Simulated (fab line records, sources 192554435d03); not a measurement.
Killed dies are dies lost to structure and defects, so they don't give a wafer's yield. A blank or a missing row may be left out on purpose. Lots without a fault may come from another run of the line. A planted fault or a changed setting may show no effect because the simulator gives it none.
Chamber matching | flow n5_finfet | N5_BEOL_M2_ALD_84 on ald_metal-01: 4 sister chambers
The step deposits TaN, pulse time 2 s, purge time 3 s, co reactant purge time 2 s. 8 wafers are shown with their chamber, then 11 later ones without.

WAFERS WITH THEIR CHAMBER
wafer  | chamber | heater_power_w (W) | heater_power_outer_w (W)
L078.4 | 2       | 356                | 186
L081.6 | 2       | 355                | 197
L083.3 | 1       | 434                | 247
L083.6 | 3       | 433                | 238
L085.2 | 3       | 434                | 246
L085.3 | 0       | 391                | 217
L085.5 | 1       | 448                | 244
L091.1 | 0       | 391                | 216

WAFERS WITHOUT THEIR CHAMBER
wafer  | heater_power_w (W) | heater_power_outer_w (W)
L091.4 | 435                | 252
L091.5 | 364                | 196
L093.2 | 433                | 250
L093.3 | 363                | 198
L093.6 | 452                | 251
L097.2 | 359                | 195
L097.3 | 438                | 236
L097.6 | 447                | 245
L096.1 | 439                | 243
L096.3 | 383                | 217
L096.5 | 358                | 201

WHICH CHAMBER EACH WENT THROUGH
wafer  | from the rows above     | in truth
L091.4 | can't be placed: 1 or 3 | 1
L091.5 | 2                       | 2
L093.2 | can't be placed: 3 or 1 | 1
L093.3 | 2                       | 2
L093.6 | can't be placed: 1 or 3 | 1
L097.2 | 2                       | 2
L097.3 | can't be placed: 3 or 1 | 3
L097.6 | can't be placed: 1 or 3 | 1
L096.1 | can't be placed: 1 or 3 | 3
L096.3 | 0                       | 0
L096.5 | 2                       | 2
Placed correctly: 5 of 11. Can't be placed from these rows: 6 (the true chamber is among the candidates in 6). Placed wrongly: 0.
How it was worked out, from the rows above alone: a wafer's distance from a chamber is the root of the sum, over the readings, of the square of ((its reading less the chamber's mean) divided by the reading's scatter). The wafer belongs to the nearest chamber; if the next one is less than 2 further off, it can't be placed. A chamber's mean is the mean of its shown wafers. The scatter: the root of (the sum of the squares of (reading less its chamber's mean) over the shown wafers, divided by (wafers less chambers)).
